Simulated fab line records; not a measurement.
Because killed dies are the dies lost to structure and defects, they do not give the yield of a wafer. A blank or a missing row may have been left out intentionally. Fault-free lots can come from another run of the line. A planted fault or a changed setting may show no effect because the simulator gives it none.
Split-lot experiment || flow n5-finfet || route with 1938 steps; 7 lots, 21 wafers read

## ABOUT THE SPLIT
At N5_HKMG_FIN_ETCH_55 (etches SOC in N2/H2, target depth 240 nm, time 300 s), the setting bias-w was moved away from the recipe's 150 W on 8 of the 21 wafers read, by -15.5% to +16.1%. The other wafers ran this setting at the recipe's value.

Reading taken at the split's own step.

## THE READING
rf-vpp-V, in V, at N5_HKMG_FIN_ETCH_55 (etches SOC in N2/H2, target depth 240 nm, time 300 s). Fault-free wafers of this fab line usually give 522.9 V, standard deviation 2.1 V.

{"wafer": "L077.3", "tool, chamber at the split": "rie-diel-05, 3", "bias-w as run, W": 172.9, "against the recipe": "+15.3%", "rf-vpp-V, V": 573.2, "against lot-mates on the recipe": "+50.8"}
{"wafer": "L077.4", "tool, chamber at the split": "rie-diel-05, 1", "bias-w as run, W": 150, "against the recipe": "recipe", "rf-vpp-V, V": 522.4, "against lot-mates on the recipe": "-"}
{"wafer": "L077.5", "tool, chamber at the split": "rie-diel-05, 0", "bias-w as run, W": 172.9, "against the recipe": "+15.3%", "rf-vpp-V, V": 570.6, "against lot-mates on the recipe": "+48.2"}
{"wafer": "L079.3", "tool, chamber at the split": "rie-diel-05, 3", "bias-w as run, W": 166.5, "against the recipe": "+11.0%", "rf-vpp-V, V": 558.8, "against lot-mates on the recipe": "+33.6"}
{"wafer": "L079.5", "tool, chamber at the split": "rie-diel-05, 2", "bias-w as run, W": 150, "against the recipe": "recipe", "rf-vpp-V, V": 526.4, "against lot-mates on the recipe": "-"}
{"wafer": "L079.6", "tool, chamber at the split": "rie-diel-05, 3", "bias-w as run, W": 150, "against the recipe": "recipe", "rf-vpp-V, V": 523.9, "against lot-mates on the recipe": "-"}
{"wafer": "L082.4", "tool, chamber at the split": "rie-diel-02, 0", "bias-w as run, W": 150, "against the recipe": "recipe", "rf-vpp-V, V": 519.9, "against lot-mates on the recipe": "-"}
{"wafer": "L082.5", "tool, chamber at the split": "rie-diel-02, 0", "bias-w as run, W": 150, "against the recipe": "recipe", "rf-vpp-V, V": 519.1, "against lot-mates on the recipe": "-"}
{"wafer": "L082.6", "tool, chamber at the split": "rie-diel-02, 3", "bias-w as run, W": 150, "against the recipe": "recipe", "rf-vpp-V, V": 520.5, "against lot-mates on the recipe": "-"}
{"wafer": "L091.3", "tool, chamber at the split": "rie-diel-06, 2", "bias-w as run, W": 150, "against the recipe": "recipe", "rf-vpp-V, V": 521.6, "against lot-mates on the recipe": "-"}
{"wafer": "L091.4", "tool, chamber at the split": "rie-diel-06, 0", "bias-w as run, W": 168.8, "against the recipe": "+12.5%", "rf-vpp-V, V": 561.4, "against lot-mates on the recipe": "+39.8"}
{"wafer": "L091.5", "tool, chamber at the split": "rie-diel-06, 3", "bias-w as run, W": 150, "against the recipe": "recipe", "rf-vpp-V, V": 521.6, "against lot-mates on the recipe": "-"}
{"wafer": "L093.1", "tool, chamber at the split": "rie-diel-05, 2", "bias-w as run, W": 134.9, "against the recipe": "-10.1%", "rf-vpp-V, V": 492.3, "against lot-mates on the recipe": -29.8}
{"wafer": "L093.2", "tool, chamber at the split": "rie-diel-05, 0", "bias-w as run, W": 150, "against the recipe": "recipe", "rf-vpp-V, V": 522.1, "against lot-mates on the recipe": "-"}
{"wafer": "L093.4", "tool, chamber at the split": "rie-diel-05, 1", "bias-w as run, W": 150, "against the recipe": "recipe", "rf-vpp-V, V": 522.1, "against lot-mates on the recipe": "-"}
{"wafer": "L094.2", "tool, chamber at the split": "rie-diel-05, 2", "bias-w as run, W": 126.7, "against the recipe": "-15.5%", "rf-vpp-V, V": 471.7, "against lot-mates on the recipe": -52.2}
{"wafer": "L094.4", "tool, chamber at the split": "rie-diel-05, 3", "bias-w as run, W": 150, "against the recipe": "recipe", "rf-vpp-V, V": 524.7, "against lot-mates on the recipe": "-"}
{"wafer": "L094.6", "tool, chamber at the split": "rie-diel-05, 1", "bias-w as run, W": 150, "against the recipe": "recipe", "rf-vpp-V, V": 523.1, "against lot-mates on the recipe": "-"}
{"wafer": "L095.2", "tool, chamber at the split": "rie-diel-05, 0", "bias-w as run, W": 150, "against the recipe": "recipe", "rf-vpp-V, V": 522.0, "against lot-mates on the recipe": "-"}
{"wafer": "L095.5", "tool, chamber at the split": "rie-diel-05, 1", "bias-w as run, W": 174.1, "against the recipe": "+16.1%", "rf-vpp-V, V": 574.2, "against lot-mates on the recipe": "+52.2"}
{"wafer": "L095.6", "tool, chamber at the split": "rie-diel-05, 2", "bias-w as run, W": 174.1, "against the recipe": "+16.1%", "rf-vpp-V, V": 577.2, "against lot-mates on the recipe": "+55.2"}

THE FIT
A straight line over all 21 wafers: rf-vpp-V changes by +3.24 V for each +1% of bias-w; r = +1.00; the points scatter about the line by 1.9 V.
The same after taking each lot's own level away (the mean of its wafers on the recipe; 21 wafers): +3.25 V for each +1%; r = +1.00; scatter 1.3 V.
On that fit, the largest move of bias-w shifts the reading by 52 V.
Measured against the standard deviation above, the lots' own levels, which go from 519.83 to 525.15 V, span 2.5 times it.
Hence the lot-to-lot level has little effect on the slope; both slopes agree.
Check: with one of the wafers moved furthest among these (+16.1%) left out of the fit, the line predicts +52.3 V for it against its lot-mates. Against them it came out at +52.2 V.
Tool readings at the split's step, against how far the setting was moved: rf-vpp-V r = +1.00.

## ADDITIONAL SPLITS CARRIED BY THESE WAFERS
These wafers also went through other splits before the reading. Each is held against what the fit with the lots' levels taken away leaves over:
{"other split on the same wafers": "N5_DUMMY_GATE_ETCH_31 target-depth-a", "wafers away from the commonest value": 4, "r with rf-vpp-V (lot level and that fit taken away)": -0.24}
{"other split on the same wafers": "N5_DUMMY_GATE_ETCH_32 time-s", "wafers away from the commonest value": 7, "r with rf-vpp-V (lot level and that fit taken away)": -0.10}
{"other split on the same wafers": "N5_SD_EPI_N_ETCH_16 target-depth-a", "wafers away from the commonest value": 8, "r with rf-vpp-V (lot level and that fit taken away)": -0.21}
{"other split on the same wafers": "N5_SD_EPI_N_EPI_21 temp-c", "wafers away from the commonest value": 5, "r with rf-vpp-V (lot level and that fit taken away)": -0.30}

## THE WHOLE CHAIN: every reading that the file lists as answering this split, in the file's order
{"step": "N5_HKMG_FIN_ETCH_55", "what it does": "etches SOC in N2/H2, target depth 240 nm, time 300 s", "reading": "rf-vpp-V", "change (the file's fit)": "+3.23 V for each +1% of the setting", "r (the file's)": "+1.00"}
{"step": "N5_HKMG_FIN_ETCH_55", "what it does": "etches SOC in N2/H2, target depth 240 nm, time 300 s", "reading": "HKMG_FIN.feature-depth-nm (the simulator's own value, which no gauge read)", "change (the file's fit)": "+1.23 nm for each +1% of the setting", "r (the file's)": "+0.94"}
{"step": "N5_HKMG_FIN_ETCH_55", "what it does": "etches SOC in N2/H2, target depth 240 nm, time 300 s", "reading": "etch.depth-nm (the simulator's own value, which no gauge read)", "change (the file's fit)": "+1.23 nm for each +1% of the setting", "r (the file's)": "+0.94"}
{"step": "N5_HKMG_FIN_ETCH_55", "what it does": "etches SOC in N2/H2, target depth 240 nm, time 300 s", "reading": "SiARC_of_HKMG_FIN_COAT_42.thk-nm (the simulator's own value, which no gauge read)", "change (the file's fit)": "-0.171 nm for each +1% of the setting", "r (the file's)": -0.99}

## FILE'S OWN FIT
rf-vpp-V changes by +3.23 V for each +1% of bias-w, r = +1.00.
